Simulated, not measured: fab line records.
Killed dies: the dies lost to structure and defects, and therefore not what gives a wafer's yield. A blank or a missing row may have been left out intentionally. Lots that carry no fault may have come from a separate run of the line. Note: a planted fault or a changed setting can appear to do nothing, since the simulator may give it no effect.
Matching of chambers :: flow n5 finfet :: N5_BEOL_M5_ALD_86 on ald metal-01 has 4 sister chambers
The step deposits TaN, pulse time 2 s, purge time 3 s, co reactant purge time 2 s. 4 wafers are shown with their chamber, then 9 later ones without.

WAFERS, EACH WITH ITS CHAMBER
wafer: L086.4
chamber: 1
heater power w (W): 362

wafer: L090.4
chamber: 3
heater power w (W): 422

wafer: L095.4
chamber: 2
heater power w (W): 518

wafer: L095.5
chamber: 0
heater power w (W): 429

WAFERS WITHOUT THEIR CHAMBER
wafer: L094.1
heater power w (W): 434

wafer: L094.2
heater power w (W): 423

wafer: L094.3
heater power w (W): 352

wafer: L097.1
heater power w (W): 359

wafer: L097.5
heater power w (W): 425

wafer: L097.6
heater power w (W): 417

wafer: L096.3
heater power w (W): 365

wafer: L096.5
heater power w (W): 512

wafer: L096.6
heater power w (W): 357

CHAMBER TAKEN BY EACH
wafer: L094.1
from the rows above: can't be placed: 0 or 3
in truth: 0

wafer: L094.2
from the rows above: can't be placed: 3 or 0
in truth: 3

wafer: L094.3
from the rows above: 1
in truth: 1

wafer: L097.1
from the rows above: 1
in truth: 1

wafer: L097.5
from the rows above: can't be placed: 3 or 0
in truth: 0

wafer: L097.6
from the rows above: can't be placed: 3 or 0
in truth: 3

wafer: L096.3
from the rows above: 1
in truth: 1

wafer: L096.5
from the rows above: 2
in truth: 2

wafer: L096.6
from the rows above: 1
in truth: 1
Correctly placed: 5 of 9. Cannot be placed on the basis of these rows: 4; the candidates contain the true chamber in 4. Number placed wrongly: 0.
How it was worked out, from the rows above alone: a wafer's distance from a chamber is the root of the sum, over the readings, of the square of ((its reading less the chamber's mean) divided by the reading's scatter). The wafer belongs to the nearest chamber; if the next one is less than 2 further off, it can't be placed. The mean given for a chamber averages the wafers shown for that chamber. The scatter: with one shown wafer a chamber, the root of the mean of the squares of how far each hidden wafer lies from its nearest shown one.
